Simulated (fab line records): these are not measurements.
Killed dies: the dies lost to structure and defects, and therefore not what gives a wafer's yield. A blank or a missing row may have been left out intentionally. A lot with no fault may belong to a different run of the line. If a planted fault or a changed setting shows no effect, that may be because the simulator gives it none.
Matching of chambers + flow nand-harc + NHARC_A_STAIRCASE_ETCH_444 on rie-diel-08 has 4 sister chambers
The step etches the open film in C4F8/O2, target depth 20400 nm, time 6800 s. 4 wafers are shown with their chamber, then 9 later ones without.

== EACH WAFER AND ITS CHAMBER ==
| wafer  | chamber | rf-vpp-V (V) |
|--------|---------|--------------|
| L081.6 | 3       | 799          |
| L086.5 | 0       | 811          |
| L092.5 | 1       | 810          |
| L092.6 | 2       | 810          |

== WAFERS WHOSE CHAMBER IS MISSING ==
| wafer  | rf-vpp-V (V) |
|--------|--------------|
| L094.2 | 810          |
| L094.4 | 809          |
| L094.5 | 811          |
| L096.1 | 815          |
| L096.3 | 809          |
| L096.6 | 815          |
| L097.1 | 809          |
| L097.2 | 816          |
| L097.6 | 810          |

== WHICH CHAMBER EACH WENT THROUGH ==
| wafer  | from the rows above          | in truth |
|--------|------------------------------|----------|
| L094.2 | can't be placed: 1 or 2 or 0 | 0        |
| L094.4 | can't be placed: 1 or 2 or 0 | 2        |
| L094.5 | can't be placed: 0 or 1 or 2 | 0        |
| L096.1 | can't be placed: 0 or 1 or 2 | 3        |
| L096.3 | can't be placed: 1 or 2 or 0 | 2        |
| L096.6 | can't be placed: 0 or 1 or 2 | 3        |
| L097.1 | can't be placed: 1 or 2 or 0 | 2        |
| L097.2 | can't be placed: 0 or 1 or 2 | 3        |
| L097.6 | can't be placed: 1 or 2 or 0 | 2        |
0 of 9 placed correctly. From these rows, 9 cannot be placed; in 6 the true chamber is one of the candidates. Wrongly placed: 0.
How it was worked out, from the rows above alone: a wafer's distance from a chamber is the root of the sum, over the readings, of the square of ((its reading less the chamber's mean) divided by the reading's scatter). The wafer belongs to the nearest chamber; if the next one is less than 2 further off, it can't be placed. A chamber's mean is the mean of its shown wafers. The scatter: root of mean squared gap, hidden wafer to nearest shown wafer, with one shown wafer a chamber.
